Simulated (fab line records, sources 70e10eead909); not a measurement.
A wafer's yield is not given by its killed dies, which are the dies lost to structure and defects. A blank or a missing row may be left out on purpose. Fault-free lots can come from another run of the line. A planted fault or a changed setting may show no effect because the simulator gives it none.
A struck lot beside a sound one :: flow nandHarc :: 14 out of 1159 route steps
Sound: these wafers, L884.1, L884.2, L884.4. Struck: wafers L879.2, L879.3, L879.4. The cause is named last.
Per side, at each step with rows, come the tool, then ch with its chambers, and then its first start. Under that, the readings that differ: sound wafers :: struck wafers :: difference of the means :: sigmas: that difference in standard deviations of wafers without a fault.
alike: readings with means less than 2 such deviations apart, plus words and numbers identical on both sides. not compared: withheld readings, readings lacking a value on some wafer, bounds such as >300 that could conceal the same value, and numbers that have no deviation in the record and whose values overlap.
The two part at a step that has a row with sigmas, a row that says differs or no value, or rows on one side only. Numbers that have no deviation but don't overlap get no sigmas and don't part them. A reading missing from all wafers of one side parts the sides only when that side holds two or more wafers.

NHARC_P_M1_CMP_23: polishes, t overpolish 20 s, target thk 157.82 nm.
  sound on cmp-02 ch 0,2,3, day 10 03:18; struck on cmp-01 ch 0,1,2, day 8 07:17
reading: timeToEndpointS (s)
sound: 34.1 31.0 32.8
struck: 28.5 24.1 26.6
difference: -6.2
sigmas: -2
  alike: motorCurrentA
NHARC_P_M1_THK_MEAS_24: measures by xrf.
  sound on filmMetro-01 at day 10 03:37; struck on filmMetro-01 at day 8 07:36
  alike: thkNm
next, for these wafers, 1 step has no rows: NHARC_P_M1_SRD_25.
NHARC_P_M1_INSPECT_27:
  sound on defectInspect-02 at day 10 03:47; struck on defectInspect-02 at day 8 07:45
  alike: rawDefectCount
NHARC_P_M1_PRE_CLEAN_32: time 12 s.
  sound on pecvd-03 ch 0,1,2, day 10 03:56; struck on pecvd-02 ch 1,2, day 8 07:59
  alike: heaterPowerW
NHARC_P_M1_DEP_33: deposits SiCN, target thk 30 nm.
  sound on pecvd-03 ch 0,1,2, day 10 04:01; struck on pecvd-02 ch 1,2, day 8 08:04
  alike: heaterPowerW
then, 5 steps without rows for these wafers: NHARC_P_M2_DEP_00 (deposits SiOC, target thk 182.5 nm); NHARC_P_M2_DEHYDRATE_01 (time 120 s); NHARC_P_M2_HMDS_02 (time 30 s); NHARC_P_M2_COAT_34 (time 65 s); NHARC_P_M2_COAT_03 (resist thk 90 nm).
NHARC_P_M2_SOFTBAKE_04: time 55 s.
  sound on lithoTrack-06 ch 0, day 10 04:00; struck on lithoTrack-01 ch 0, day 8 08:00
reading: heaterPowerTotalW (W)
sound: 188.46 188.42 188.28
struck: 323.11 323.61 323.10
difference: +134.89
sigmas: +99 or more

reading: plateTempC (C)
sound: 105.06 104.88 105.08
struck: - - -
difference: no value on the struck wafers
sigmas: 
next, for these wafers, 1 step has no rows: NHARC_P_M2_EBR_05.
-- jump in the record: it breaks off in module P_M2 and resumes in module END (first step shown: number 1159 of the route), and 13 days separate the struck wafers' starts before and after --
NHARC_END_SORT_01:
  sound on prober-02 ch 0, day 23 06:14; struck on prober-01 ch 0, day 21 12:06
  alike: defectLimitedYield, killedAtArray, killedAtOther, killedAtPeriphery, killedDies, killedOpen, killedShort, sort_bin_2_pct, sort_bin_3_pct, sort_bin_4_pct, sortNPass, sortRimYieldPct, sortYieldPct

== WHERE THEY PART ==
Last at NHARC_P_M2_SOFTBAKE_04 as far as this record goes, first at NHARC_P_M1_CMP_23. Later steps at which nothing parts them and some readings are alike: NHARC_END_SORT_01.

WHY: the cause the simulator had injected
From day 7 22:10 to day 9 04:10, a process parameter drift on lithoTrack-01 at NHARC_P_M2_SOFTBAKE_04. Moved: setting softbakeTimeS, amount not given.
